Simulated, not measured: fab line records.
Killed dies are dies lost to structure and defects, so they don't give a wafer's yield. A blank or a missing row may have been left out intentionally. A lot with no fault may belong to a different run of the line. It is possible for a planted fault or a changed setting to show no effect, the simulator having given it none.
Chamber matching -- flow nand-harc -- NHARC_A_CONTACT_DEP_58 on pecvd-04: 3 sister chambers
The step deposits SiON, target thk 60 nm. 16 wafers are shown with their chamber, then 8 later ones without.

== WAFERS PAIRED WITH THEIR CHAMBERS ==
wafer,chamber,heater-power-outer-w (W),heater-power-w (W)
L081.1,0,306,500
L081.3,1,678,1016
L081.4,1,667,978
L082.1,2,387,614
L082.2,0,358,583
L082.4,2,391,614
L089.1,1,623,942
L089.2,0,385,613
L089.5,0,376,627
L088.1,1,650,977
L088.3,0,325,543
L088.5,0,327,548
L092.1,2,437,652
L092.5,1,600,911
L092.6,2,434,677
L091.1,1,658,1019

SIGNATURES (averages over the wafers above)
reading,chamber 0,chamber 1,chamber 2,scatter within a chamber
heater-power-outer-w,346.17,646.00,412.25,29.6
heater-power-w,569.00,973.83,639.25,42.1
Rule: for a wafer and a chamber, the distance is found by dividing, reading by reading, the gap between the wafer's reading and the chamber's mean by the reading's scatter, squaring, summing and taking the root. If the next closest chamber is less than 2 further off than the closest, the wafer can't be placed; otherwise it belongs to the closest. The scatter: take each reading less its chamber's mean, square it, sum over the shown wafers, divide by the number of wafers less the number of chambers, and take the root.

== WAFERS MISSING THEIR CHAMBER ==
wafer,heater-power-outer-w (W),heater-power-w (W)
L091.3,368,611
L091.4,357,599
L093.1,637,985
L093.2,376,599
L093.3,389,628
L095.1,364,598
L095.2,432,676
L095.6,643,961

== EACH ONE'S CHAMBER ==
wafer,from the rows above,in truth
L091.3,can't be placed: 0 or 2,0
L091.4,can't be placed: 0 or 2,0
L093.1,1,1
L093.2,can't be placed: 0 or 2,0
L093.3,can't be placed: 2 or 0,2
L095.1,can't be placed: 0 or 2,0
L095.2,2,2
L095.6,1,1
3 of 8 placed correctly. Not placeable from these rows: 5 (in 5, the candidates include the true chamber). Placed wrongly: 0.
